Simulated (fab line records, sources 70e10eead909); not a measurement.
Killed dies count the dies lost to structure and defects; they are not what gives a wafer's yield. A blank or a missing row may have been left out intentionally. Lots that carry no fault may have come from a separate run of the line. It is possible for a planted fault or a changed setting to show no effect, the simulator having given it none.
fab line records    flow nand-harc
record: lots: 6  wafers: 18  last-day: 24
route steps=1159 shown A_CONTACT@927 A_BLC@964 END@1159
lots that met no fault: taken from a fault-free run of the same line
start-h: hours from the record's opening day to when the first of the lot's shown wafers began    wait-h: time in hours since the lot's previous step    " the same as in the row above    L1.1+2: a row that stands for several wafers    - value missing, or start not given    * or withheld: withheld    < > ~ a bound
route shown NAME@n: a module of which the file shows steps, and the number in the route of the first    usual: average and standard deviation across the fault-free wafers    same: alike in all rows    chamber/n: place in a boat    sites: the reading at each site    _std_site: how widely they spread, as a standard deviation    _edge_site: the outer-site mean with the inner-site mean subtracted    radius-mm: for every site, how far away it sits from the centre of the wafer    mask NAME#n: copy n    behind: tool/chamber where the wafer was last shaped    hold: cause of the lot's hold/its duration in hours/its outcome    device: transistor that didn't switch, given as n, p or np    end of line: at the end of the route, the tests of the same wafers    a step with no rows: only its recipe    killed: not the wafer's yield, but the dies lost to structure and defects at the first sort    map: the dies of a wafer, with x for killed, . for not killed, _ for no die there
set.NAME: the setting as run; set.NAME@STEP: as run at that earlier step    model.NAME: the simulator's own value behind a step, which no gauge read
lots seen at some steps along the route; tables by step, rows by wafer
services: a tool's chamber out of use, with start hour (start-h, from the record's first day; less than 0 if before it), hours out, and reason
== steps ==
step: NHARC_A_CONTACT_COAT_86
recipe: temp-c: 260  time-s: 75
step: NHARC_A_CONTACT_COAT_87
recipe: temp-c: 225  time-s: 65
step: NHARC_A_CONTACT_COAT_02
recipe: spin-rpm: 1500  resist-thk-nm: 90
step: NHARC_A_CONTACT_SOFTBAKE_03
recipe: temp-c: 105  time-s: 55
step: NHARC_A_CONTACT_EBR_04
step: NHARC_A_CONTACT_EXPOSE_05
recipe: na: 1.35  sigma-outer: 0.8  dose-mj: 84.24  mask-id: A_CC
step: NHARC_A_CONTACT_PEB_06
recipe: peb-temp-c: 100  peb-time-s: 65
step: NHARC_A_CONTACT_DEVELOP_07
recipe: develop-time-s: 35  dev-temp-c: 23
step: NHARC_A_CONTACT_CD_MEAS_08
recipe: target-cd-nm: 100  landing-energy-ev: 500
usual: cd-nm: 100.1/0.42
lot.wafer  tool       chamber  start-h  wait-h  cd-nm
L926.4     cd-sem-01  0        375.85   -       100.2
L926.5     "          0        "        "       99.2
L926.6     "          0        "        "       100.4
L928.1     cd-sem-02  0        390.59   -       100.2
L928.2     "          0        "        "       100.3
L928.4     "          0        "        "       99.8
L945.1     cd-sem-02  0        494.10   -       99.9
L945.2     "          0        "        "       99.3
L945.6     "          0        "        "       100.3
L944.3     cd-sem-03  0        498.72   -       100.8
L944.4     "          0        "        "       100.6
L944.5     "          0        "        "       100.4
L948.2     cd-sem-01  0        513.67   -       100.4
L948.5     "          0        "        "       100.5
L948.6     "          0        "        "       100.2
L949.2     cd-sem-03  0        518.39   -       100.0
L949.5     "          0        "        "       99.8
L949.6     "          0        "        "       100.2
step: NHARC_A_CONTACT_OVL_MEAS_09
usual: overlay-x-nm: -0.4/0.83  overlay-y-nm: 0.0/0.84
lot.wafer  tool        chamber  start-h  wait-h  overlay-x-nm  overlay-y-nm
L926.4     overlay-02  -        375.93   -       -0.9          -0.6
L926.5     "           -        "        "       -1.2          -0.3
L926.6     "           -        "        "       -0.2          0.1
L928.1     overlay-01  -        390.68   -       -0.5          -0.3
L928.2     "           -        "        "       -0.5          -0.2
L928.4     "           -        "        "       -1.1          -0.6
L945.1     overlay-02  -        494.19   -       0.8           0.2
L945.2     "           -        "        "       0.7           -1.0
L945.6     "           -        "        "       0.9           -0.3
L944.3     overlay-01  -        498.81   -       1.1           -0.2
L944.4     "           -        "        "       1.4           0.2
L944.5     "           -        "        "       1.2           0.0
L948.2     overlay-01  -        513.76   -       -0.6          0.3
L948.5     "           -        "        "       -0.1          0.3
L948.6     "           -        "        "       -0.3          0.1
L949.2     overlay-02  -        518.48   -       -2.1          0.0
L949.5     "           -        "        "       -2.2          0.1
L949.6     "           -        "        "       -2.5          -0.3
step: NHARC_A_CONTACT_INSPECT_10
usual: raw-defect-count: 29/15
lot.wafer  tool               chamber  start-h  wait-h  raw-defect-count
L926.4     defect-inspect-01  -        375.96   0.0     41
L926.5     "                  -        "        "       31
L926.6     "                  -        "        "       39
L928.1     defect-inspect-02  -        390.71   0.0     14
L928.2     "                  -        "        "       14
L928.4     "                  -        "        "       11
L945.1     defect-inspect-02  -        494.22   0.0     17
L945.2     "                  -        "        "       14
L945.6     "                  -        "        "       12
L944.3     defect-inspect-01  -        498.85   0.0     51
L944.4     "                  -        "        "       51
L944.5     "                  -        "        "       47
L948.2     defect-inspect-01  -        513.79   0.0     71
L948.5     "                  -        "        "       57
L948.6     "                  -        "        "       45
L949.2     defect-inspect-01  -        518.52   0.0     24
L949.5     "                  -        "        "       19
L949.6     "                  -        "        "       19
step: NHARC_A_CONTACT_DESCUM_13
recipe: time-s: 3  o2-flow-sccm: 200  ar-flow-sccm: 0  bias-power-w: 0  chemistry: O2
step: NHARC_A_CONTACT_ETCH_88
recipe: target-depth-a: 390  over-etch-frac: 0.3  time-s: 65  ion-energy-ev: 80  cf4-flow-sccm: 150  ar-flow-sccm: 0  rf-w: 300  bias-w: 100  chemistry: CF4
usual: drypump-motor-current-A: 6.0/0.38  mfc-ar-sccm: 0.018/0.012  oes-product-au: 1.004/0.0075  rf-vpp-V: 151.6/1.2  showerhead-plenum-p-Torr: 1.79/0.07  throttle-valve-pct: 13.283/0.009
same: time-s: 65
lot.wafer  tool         chamber  start-h  wait-h  drypump-motor-current-A  mfc-ar-sccm  oes-product-au  rf-hours-counter-h  rf-vpp-V  showerhead-plenum-p-Torr  throttle-valve-pct
L926.4     rie-diel-05  1        376.12   0.1     5.3                      0.006        1.018           6                   151.6     1.86                      13.289
L926.6     "            3        "        "       5.9                      0.007        1.005           -                   154.3     1.86                      13.293
L926.5     "            0        "        "       6.3                      0.025        1.010           -                   152.8     1.84                      13.273
L928.4     rie-diel-08  3        390.91   0.1     5.4                      0.016        0.998           30                  151.3     1.70                      13.290
L928.2     "            0        "        "       6.2                      0.006        0.993           33                  152.0     1.82                      13.277
L928.1     "            2        "        "       5.3                      0            1.000           36                  153.5     1.88                      13.287
L945.1     rie-diel-05  2        494.38   0.1     6.2                      0.020        0.997           26                  150.8     1.81                      13.280
L945.2     "            0        "        "       6.3                      0.025        0.993           28                  151.7     1.83                      13.268
L945.6     "            1        "        "       5.3                      0.006        0.999           -                   150.9     1.85                      13.282
L944.3     rie-diel-05  2        499.02   0.1     6.2                      0.020        0.992           28                  151.7     1.81                      13.270
L944.4     "            2        "        "       6.2                      0.020        1.003           -                   150.8     1.81                      13.285
L944.5     "            0        "        "       6.3                      0.025        1.000           -                   154.2     1.83                      13.279
L948.2     rie-diel-11  1        513.94   0.1     6.2                      0.040        1.026           50                  151.5     1.81                      13.277
L948.5     "            1        "        "       6.2                      0.040        1.018           -                   150.2     1.81                      13.274
L948.6     "            2        "        "       5.9                      0.026        1.007           -                   150.9     1.74                      13.284
L949.2     rie-diel-08  0        518.67   0.1     6.2                      0.006        0.998           15                  151.8     1.81                      13.266
L949.5     "            2        "        "       5.3                      0            1.010           -                   151.8     1.87                      13.282
L949.6     "            3        "        "       5.5                      0.016        0.994           -                   150.6     1.69                      13.269
step: NHARC_A_CONTACT_ETCH_89
recipe: target-depth-a: 2600  over-etch-frac: 0.3  time-s: 475.3  ion-energy-ev: 200  n2-flow-sccm: 150  h2-flow-sccm: 150  ar-flow-sccm: 0  rf-w: 400  bias-w: 150  chemistry: N2/H2
usual: drypump-motor-current-A: 6.0/0.36  mfc-ar-sccm: 0.018/0.013  oes-product-au: 1.003/0.0071  rf-vpp-V: 431.4/2.6  showerhead-plenum-p-Torr: 2.08/0.088  throttle-valve-pct: 14.172/0.0089
same: time-s: 475.3
lot.wafer  tool         chamber  start-h  wait-h  drypump-motor-current-A  mfc-ar-sccm  oes-product-au  rf-hours-counter-h  rf-vpp-V  showerhead-plenum-p-Torr  throttle-valve-pct
L926.4     rie-diel-05  3        -        -       5.9                      0.007        1.001           7                   432.9     2.15                      14.163
L926.5     "            3        "        "       5.9                      0.007        1.000           -                   433.6     2.16                      14.178
L926.6     "            0        "        "       6.3                      0.025        0.996           -                   432.8     2.13                      14.172
L928.2     rie-diel-08  0        -        -       6.2                      0.006        0.998           33                  433.2     2.11                      14.177
L928.1     "            1        "        "       5.6                      0.025        1.000           32                  426.0     1.89                      14.173
L928.4     "            2        "        "       5.3                      0            0.994           36                  434.0     2.18                      14.174
L945.2     rie-diel-05  3        -        -       5.9                      0.007        0.997           25                  432.6     2.15                      14.198
L945.1     "            0        "        "       6.3                      0.025        1.006           28                  431.5     2.12                      14.174
L945.6     "            0        "        "       6.3                      0.025        1.004           -                   432.9     2.12                      14.175
L944.3     rie-diel-05  1        -        -       5.3                      0.006        1.008           29                  432.7     2.14                      14.173
L944.5     "            2        "        "       6.2                      0.020        0.993           -                   432.4     2.10                      14.182
L944.4     "            0        "        "       6.3                      0.025        0.995           -                   433.6     2.12                      14.160
L948.2     rie-diel-11  1        -        -       6.1                      0.040        1.017           50                  431.4     2.09                      14.182
L948.5     "            0        "        "       6.0                      0            1.005           -                   429.8     2.06                      14.167
L948.6     "            1        "        "       6.2                      0.040        1.021           -                   431.1     2.09                      14.169
L949.2     rie-diel-08  3        -        -       5.4                      0.016        1.003           14                  427.1     1.94                      14.170
L949.6     "            0        "        "       6.2                      0.006        0.998           -                   432.6     2.09                      14.161
L949.5     "            1        "        "       5.6                      0.025        1.004           -                   434.4     2.21                      14.163
step: NHARC_A_CONTACT_ETCH_30
recipe: target-depth-a: 605  time-s: 30.2  cf4-flow-sccm: 100  chf3-flow-sccm: 30  ar-flow-sccm: 0  rf-w: 500  bias-w: 200  chemistry: CF4/CHF3
step: NHARC_A_CONTACT_ETCH_31
recipe: target-depth-a: 20000  over-etch-frac: 0.3  time-s: 520  ion-energy-ev: 150  o2-flow-sccm: 400  cos-flow-sccm: 20  ar-flow-sccm: 0  rf-w: 500  bias-w: 300  chemistry: O2/COS
step: NHARC_A_CONTACT_ETCH_134
recipe: source-w: withheld  pressure-mtorr: 20  bias-v: withheld  time-s: 140  target-depth-a: 7000  ar-flow-sccm: withheld  c4f8-flow-sccm: withheld  o2-flow-sccm: withheld  chemistry: C4F8/O2/Ar
step: NHARC_A_CONTACT_ETCH_135
recipe: source-w: withheld  pressure-mtorr: 20  bias-v: 3000  time-s: 132  target-depth-a: 12870  ar-flow-sccm: withheld  c4f8-flow-sccm: withheld  o2-flow-sccm: withheld  chemistry: C4F8/O2/Ar
step: NHARC_A_CONTACT_ETCH_136
recipe: source-w: withheld  pressure-mtorr: 20  bias-v: 3000  time-s: 132  target-depth-a: 12870  ar-flow-sccm: withheld  c4f8-flow-sccm: withheld  o2-flow-sccm: withheld  chemistry: C4F8/O2/Ar
same: time-s: 132
lot.wafer  tool             chamber  start-h  wait-h  rf-hours-counter-h
L926.4     har-cap-etch-02  0        377.39   0.1     -
L926.5     "                0        "        "       -
L926.6     "                1        "        "       -
L928.1     har-cap-etch-02  1        392.15   0.1     13
L928.2     "                0        "        "       13
L928.4     "                0        "        "       -
L945.1     har-cap-etch-03  1        495.62   0.1     103
L945.2     "                0        "        "       103
L945.6     "                0        "        "       -
L944.3     har-cap-etch-02  0        500.48   0.1     -
L944.4     "                1        "        "       -
L944.5     "                0        "        "       -
L948.2     har-cap-etch-01  0        515.23   0.1     81
L948.5     "                0        "        "       -
L948.6     "                1        "        "       -
L949.2     har-cap-etch-03  0        519.90   0.1     109
L949.6     "                1        "        "       -
L949.5     "                0        "        "       -
step: NHARC_A_CONTACT_ETCH_137
recipe: source-w: withheld  pressure-mtorr: 20  bias-v: 3000  time-s: 132  target-depth-a: 12870  ar-flow-sccm: withheld  c4f8-flow-sccm: withheld  o2-flow-sccm: withheld  chemistry: C4F8/O2/Ar
step: NHARC_A_CONTACT_ETCH_138
recipe: source-w: withheld  pressure-mtorr: 20  bias-v: 3000  time-s: 132  target-depth-a: 12890  ar-flow-sccm: withheld  c4f8-flow-sccm: withheld  o2-flow-sccm: withheld  chemistry: C4F8/O2/Ar
step: NHARC_A_CONTACT_ETCH_139
recipe: source-w: withheld  pressure-mtorr: 20  bias-v: 400  time-s: 137  target-depth-a: 5900  ar-flow-sccm: withheld  c4f8-flow-sccm: 11.5  o2-flow-sccm: 7.2  chemistry: C4F8/O2/Ar
step: NHARC_A_CONTACT_ETCH_92
recipe: target-depth-a: 400  over-etch-frac: 0.5  time-s: 85.7  ion-energy-ev: 120  ch3f-flow-sccm: 50  o2-flow-sccm: 30  ar-flow-sccm: 200  rf-w: 500  bias-w: 100  chemistry: CH3F/O2
step: NHARC_A_CONTACT_ETCH_98
recipe: target-depth-a: 200  over-etch-frac: 0.5  time-s: 10  ion-energy-ev: 250  c4f6-flow-sccm: 25  o2-flow-sccm: 20  ar-flow-sccm: 500  rf-w: 600  bias-w: 500  chemistry: C4F6/O2
step: NHARC_A_CONTACT_CD_MEAS_15
usual: cd-nm: 90.0/0.56
lot.wafer  tool       chamber  start-h  wait-h  cd-nm
L926.4     cd-sem-01  -        378.35   -       89.8
L926.5     "          -        "        "       89.2
L926.6     "          -        "        "       89.8
L928.1     cd-sem-03  -        393.14   -       89.9
L928.2     "          -        "        "       89.7
L928.4     "          -        "        "       90.1
L945.1     cd-sem-03  -        496.81   -       90.7
L945.2     "          -        "        "       90.2
L945.6     "          -        "        "       91.1
L944.3     cd-sem-01  -        501.70   -       91.0
L944.4     "          -        "        "       91.5
L944.5     "          -        "        "       90.7
L948.2     cd-sem-01  -        516.25   -       90.7
L948.5     "          -        "        "       90.7
L948.6     "          -        "        "       91.3
L949.2     cd-sem-02  -        520.92   -       90.0
L949.5     "          -        "        "       90.1
L949.6     "          -        "        "       89.5
step: NHARC_A_CONTACT_STRIP_107
recipe: n2-flow-sccm: 150  h2-flow-sccm: 150  ar-flow-sccm: 0  bias-w: 0  chemistry: N2/H2
step: NHARC_A_CONTACT_STRIP_108
recipe: cf4-flow-sccm: 100  chf3-flow-sccm: 30  ar-flow-sccm: 0  bias-w: 0  chemistry: CF4/CHF3
step: NHARC_A_CONTACT_STRIP_109
recipe: o2-flow-sccm: 400  cos-flow-sccm: 20  ar-flow-sccm: 0  bias-w: 0  chemistry: O2/COS
step: NHARC_A_CONTACT_ETCH_110
recipe: target-depth-a: 500  overetch-a: 50  time-s: 27.5  ion-energy-ev: 100  cf4-flow-sccm: 80  o2-flow-sccm: 20  ar-flow-sccm: 0  rf-w: 300  bias-w: 100  chemistry: CF4/O2
step: NHARC_A_CONTACT_STRIP_26
recipe: o2-flow-sccm: 500  ar-flow-sccm: 0  bias-w: 0  chemistry: O2
usual: drypump-motor-current-A: 6.0/0.37  mfc-ar-sccm: 0.018/0.012  oes-product-au: 1.005/0.0073  rf-vpp-V: 58.1/0.82  showerhead-plenum-p-Torr: 3.60/0.12  throttle-valve-pct: 17.035/0.0085
lot.wafer  tool         chamber  start-h  wait-h  drypump-motor-current-A  mfc-ar-sccm  oes-product-au  rf-hours-counter-h  rf-vpp-V  showerhead-plenum-p-Torr  throttle-valve-pct
L926.4     rie-diel-11  2        -        -       5.8                      0.026        1.002           1                   57.2      3.49                      17.039
L926.5     "            0        "        "       6.0                      0            1.011           -                   58.7      3.59                      17.029
L926.6     "            1        "        "       6.2                      0.040        1.012           -                   58.4      3.64                      17.022
L928.4     rie-diel-11  3        -        -       6.5                      0.031        0.998           6                   57.9      3.30                      17.020
L928.1     "            1        "        "       6.2                      0.040        1.006           7                   60.0      3.64                      17.032
L928.2     "            2        "        "       5.9                      0.026        0.990           7                   58.2      3.49                      17.036
L945.2     rie-diel-11  1        -        -       6.2                      0.040        1.011           43                  58.3      3.61                      17.025
L945.1     "            3        "        "       6.5                      0.031        1.010           40                  56.6      3.28                      17.039
L945.6     "            1        "        "       6.2                      0.040        1.025           -                   58.7      3.61                      17.036
L944.3     rie-diel-05  2        -        -       6.2                      0.020        1.003           30                  57.7      3.62                      17.039
L944.5     "            2        "        "       6.2                      0.020        1.010           -                   57.0      3.62                      17.043
L944.4     "            1        "        "       5.3                      0.006        1.014           -                   57.2      3.69                      17.044
L948.2     rie-diel-05  3        -        -       5.9                      0.007        0.994           26                  57.7      3.70                      17.030
L948.5     "            3        "        "       5.9                      0.007        0.993           -                   57.6      3.70                      17.032
L948.6     "            0        "        "       6.4                      0.025        1.016           -                   58.8      3.65                      17.027
L949.2     rie-diel-08  0        -        -       6.2                      0.006        0.994           16                  58.9      3.61                      17.028
L949.5     "            0        "        "       6.2                      0.006        0.997           -                   58.5      3.61                      17.039
L949.6     "            1        "        "       5.6                      0.025        0.994           -                   58.1      3.80                      17.023
step: NHARC_A_CONTACT_STRIP_27
recipe: time-s: 600  temp-c: 30  chemistry: post-etch-residue-remover
step: NHARC_A_CONTACT_ALD_18
recipe: target-thk-a: 30  pulse-time-s: 1  ald-cycles: 150  temp-c: 450  material: TiN
usual: heater-power-outer-w: 697/48  heater-power-w: 1132/91  precursor-pulse-height-rel: 1.000/0.021
lot.wafer  tool          chamber  start-h  wait-h  heater-power-outer-w  heater-power-w  precursor-pulse-height-rel
L926.4     ald-metal-01  3        379.31   -       717                   1172            1.012
L926.6     "             2        "        "       660                   1098            0.955
L926.5     "             3        "        "       716                   1172            1.012
L928.1     ald-metal-03  3        394.21   -       670                   1041            1.023
L928.2     "             0        "        "       677                   1046            0.965
L928.4     "             1        "        "       625                   1061            0.977
L945.2     ald-metal-03  0        497.78   -       676                   1022            0.996
L945.1     "             1        "        "       624                   1089            1.003
L945.6     "             0        "        "       676                   1035            0.975
L944.4     ald-metal-04  3        503.27   -       724                   1089            0.966
L944.3     "             2        "        "       736                   1106            0.993
L944.5     "             0        "        "       758                   1295            0.987
L948.2     ald-metal-04  0        517.20   -       759                   1281            1.017
L948.6     "             0        "        "       778                   1302            1.021
L948.5     "             1        "        "       740                   1251            0.985
L949.2     ald-metal-03  3        521.92   -       681                   1031            0.975
L949.5     "             2        "        "       712                   1135            1.024
L949.6     "             3        "        "       661                   1040            1.012
step: NHARC_A_CONTACT_CVD_19
recipe: target-thk-a: 3000  temp-c: 300  pressure-torr: 40  wf6-flow-sccm: 40  h2-flow-sccm: 1600  ar-flow-sccm: 1560  time-s: 802  material: W
step: NHARC_A_CONTACT_CMP_20
recipe: t-overpolish-s: 30  target-thk-nm: 300
usual: motor-current-A: 12.6/1.1  overpolish-run-s: 29.999/0.0093  time-to-endpoint-s: 60.7/2.2
same: t-overpolish-s: 30
lot.wafer  tool    chamber  start-h  wait-h  motor-current-A  overpolish-run-s  time-to-endpoint-s
L926.4     cmp-01  1        380.45   0.5     13.5             30.005            64.5
L926.6     "       2        "        "       13.5             29.988            66.7
L926.5     "       3        "        "       12.6             29.993            63.5
L928.2     cmp-02  1        401.50   0.8     10.2             30.003            60.1
L928.1     "       2        "        "       13.5             30.013            60.7
L928.4     "       0        "        "       11.9             30.016            60.9
L945.1     cmp-04  3        502.08   0.7     13.3             30.000            58.8
L945.2     "       0        "        "       10.9             29.988            62.0
L945.6     "       1        "        "       13.2             30.003            62.3
L944.4     cmp-02  2        504.36   0.4     13.6             29.993            61.0
L944.3     "       0        "        "       12.1             29.976            61.0
L944.5     "       3        "        "       13.1             30.004            60.9
L948.2     cmp-01  2        524.06   0.8     13.1             30.001            61.0
L948.5     "       2        "        "       12.7             29.988            59.4
L948.6     "       3        "        "       12.5             29.990            60.0
L949.2     cmp-01  1        524.84   0.8     13.7             29.991            60.1
L949.6     "       0        "        "       12.5             29.998            60.0
L949.5     "       1        "        "       13.5             29.998            57.6
step: NHARC_A_CONTACT_SRD_22
step: NHARC_A_BLC_DEHYDRATE_00
recipe: temp-c: 150  time-s: 120
usual: resist-line-temp-C: 22.99/0.11
same: time-s: 120
lot.wafer  tool            chamber  start-h  wait-h  hold                      resist-line-temp-C
L926.4     litho-track-01  0        380.84   0.1     -                         22.94
L926.5     "               0        "        "       -                         23.03
L926.6     "               0        "        "       -                         23.03
L928.1     litho-track-01  0        401.99   0.1     -                         23.04
L928.2     "               0        "        "       -                         22.98
L928.4     "               0        "        "       -                         23.09
L945.1     litho-track-06  0        505.78   3.2     await-dispo/3.1h/release  22.91
L945.2     "               0        "        "       await-dispo/3.1h/release  22.90
L945.6     "               0        "        "       await-dispo/3.1h/release  22.88
L944.3     litho-track-04  0        508.47   3.5     await-dispo/3.5h/release  23.04
L944.4     "               0        "        "       await-dispo/3.5h/release  22.94
L944.5     "               0        "        "       await-dispo/3.5h/release  23.05
L948.2     litho-track-04  0        524.55   0.1     -                         23.12
L948.5     "               0        "        "       -                         22.93
L948.6     "               0        "        "       -                         22.92
L949.2     litho-track-04  0        525.30   0.1     -                         22.86
L949.5     "               0        "        "       -                         23.00
L949.6     "               0        "        "       -                         22.97
step: NHARC_A_BLC_HMDS_01
recipe: time-s: 30
step: NHARC_END_SORT_01
recipe: temp-c: 25
usual: killed-at-array: 27/10  killed-at-other: 0.6/1  killed-at-periphery: 3.4/2.7  killed-dies: 31/9.7  killed-open: 3.4/1.7  killed-short: 2.2/1.5
same: gross-dies: 677
lot.wafer  tool       chamber  start-h  wait-h  killed-at-array  killed-at-other  killed-at-periphery  killed-dies  killed-open  killed-short
L945.1     prober-02  0        575.20   2.5     80               0                7                    87           3            2
L945.2     prober-02  0        576.02   2.8     111              0                8                    119          2            3
L945.6     prober-02  0        579.28   4.1     77               0                3                    80           3            0
L944.3     prober-01  0        577.68   3.1     86               0                1                    87           7            0
L944.4     prober-01  0        578.49   3.4     104              1                0                    105          4            4
L944.5     prober-01  0        579.30   3.7     118              0                2                    120          3            4
killed by level:class
L945.1 A_CONTACT:unspecified=61 P_STI:chamber-film-flake=5 A_CHANNEL_HOLE_D1:chamber-film-flake=5 A_CONTACT:chamber-film-flake=4 A_CHANNEL_FILL_D1:chamber-film-flake=2 A_STAIRCASE:chamber-film-flake=2 A_SGD_CUT:chamber-film-flake=2 P_GATE:geometric-particle:open=1
L945.2 A_CONTACT:unspecified=96 A_CHANNEL_HOLE_D1:chamber-film-flake=6 P_STI:chamber-film-flake=3 A_STAIRCASE:chamber-film-flake=2 A_CONTACT:chamber-film-flake=2 P_CONTACT:geometric-particle:short=1 P_M0:geometric-particle:open=1 P_M1:geometric-particle:open=1
L944.3 A_CONTACT:unspecified=56 A_CHANNEL_HOLE_D1:chamber-film-flake=11 A_SLIT:chamber-film-flake=11 A_CONTACT:geometric-particle:open=4 P_M0:geometric-particle:open=1 A_BLC:geometric-particle:open=1 A_M0:geometric-particle:open=1 A_SGD_CUT:chamber-film-flake=1
L944.4 A_CONTACT:unspecified=60 A_SLIT:chamber-film-flake=15 A_CHANNEL_HOLE_D1:chamber-film-flake=14 A_SGD_CUT:chamber-film-flake=6 A_CONTACT:geometric-particle:open=2 A_ONON_D1:geometric-particle:short=1 A_CHANNEL_FILL_D1:geometric-particle:short=1 A_WL_FILL:geometric-particle:open=1
L945.6 A_CONTACT:unspecified=65 A_CONTACT:chamber-film-flake=5 A_STAIRCASE:chamber-film-flake=4 P_M2:geometric-particle:open=1 A_CHANNEL_HOLE_D1:geometric-particle:open=1 A_CHANNEL_FILL_D1:geometric-particle:open=1 P_STI:chamber-film-flake=1 P_GATE:chamber-film-flake=1
L944.5 A_CONTACT:unspecified=85 A_CHANNEL_HOLE_D1:chamber-film-flake=15 A_SLIT:chamber-film-flake=8 A_SGD_CUT:chamber-film-flake=2 P_M0:geometric-particle:short=1 P_M2:geometric-particle:short=1 A_ONON_D1:geometric-particle:open=1 A_CHANNEL_FILL_D1:geometric-particle:short=1
map L944.5 (x killed, . not)
____________.____________
_________......._________
_______..........._______
______.............______
_____..............._____
____.................____
____.................____
___..................x___
___....x..............___
__...........x...x.....__
__.........xxxx.x.....x__
_.......x.xxxxx.......xx_
_.........xxxxxx....x..x_
_........xxxxxxxxx....xx_
_........xxxxxxxx......._
_.........xxxxxx........_
.........xxxxxxxxx.......
.........xxxxxxxx........
........xxxxxxxx.........
.........xxxxxxxx........
.........xxxxxx..........
_........x..x.xx........_
_....x.....xxxx........._
_.........x.x....x......_
_x......................_
_......................._
__...........x.........__
__.......x.............__
___.......x........x..___
___......x............___
____.................____
____....x............____
_____.xxx.x........._____
______.xx..........______
_______xx.x..x...._______
_________.x....._________
____________.____________
map L945.2 (x killed, . not)
____________.____________
_________......._________
_______..........._______
______.............______
_____..............._____
____................x____
____.................____
___......x............___
___.........x........x___
__...........xxx......x__
__...........xx........__
_........xxxxxxx......xx_
_...x....xxxxxxxx......x_
_.......x.xxxxxxx......._
_.......xxxxxxxxxx......_
_........xxxxxxxxx......_
........xxxxxxxxxx.......
.........xxxxxxxxxx......
..x.x...xxxxxxxxx........
........xxxxxxxxx........
..........xxxx.xx........
_..........x..xx........_
_..........x.xxx.xx....._
_..............x..x....._
_.............x........._
_......x................_
__..........x..........__
__.....................__
___...................___
___...................___
____.................____
____............x....____
_____..............._____
______..........x..______
_______...x......._______
_________......._________
____________.____________
== services ==
tool             chamber  start-h  hours  kind
cmp-01           -        375.57   4.0    pm
cmp-04           -        397.31   0.6    repair
cmp-04           -        399.00   4.0    pm
cmp-02           -        399.22   1.4    repair
cmp-04           -        414.31   3.6    repair
ald-metal-01     -        418.08   0.6    repair
rie-diel-08      2        418.57   3.9    repair
ald-metal-03     2        423.43   4.2    repair
cmp-02           -        423.52   4.0    pm
rie-diel-05      3        433.93   4.6    repair
cmp-01           -        440.55   3.1    repair
rie-diel-08      2        440.89   3.3    repair
litho-track-01   -        443.00   7.0    pm
cmp-02           -        450.43   0.4    repair
cmp-01           -        473.57   4.0    pm
rie-diel-08      -        479.31   9.0    pm
ald-metal-03     3        480.99   26.5   repair
litho-track-04   -        491.00   7.0    pm
rie-diel-05      3        497.47   16.2   repair
ald-metal-03     -        500.00   10.0   pm
har-cap-etch-02  -        509.96   0.2    repair
har-cap-etch-03  -        516.82   0.2    repair
rie-diel-05      -        517.74   9.0    pm
cmp-02           -        521.52   4.0    pm
== key ==
first-sign: step: NHARC_END_SORT_01  reading: killed-dies  direction: up  sigmas: 7.1  usual: 31  struck: 100
effect: step: NHARC_END_SORT_01  reading: killed-at-array  direction: up  sigmas: 6.8  usual: 27  struck: 96
more-kills-born-at: NHARC_A_CONTACT_ETCH_88@rie-diel-05: 423
met-at NHARC_A_CONTACT_ETCH_88
struck-wafers L944.3,L944.4,L944.5,L945.1,L945.2,L945.6
tester-left-out L944,L945
onset-between 376.12 494.38
also-fits NHARC_A_CONTACT_ETCH_89:rie-diel-05
fault: kind: chamber-particle-source  tool: rie-diel-05  chamber: -  onset-h: 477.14  steps: NHARC_A_CONTACT_ETCH_88  rate-per-visit-cm2: 0.95279  end-h: 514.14
tester-left-out: of these lots the tester's yield and bins aren't shown, on N5 and GAA mostly nor the transistor test; their killed dies are dies lost to structure and defects alone, not to doping, threshold or leakage, so they don't give the yield
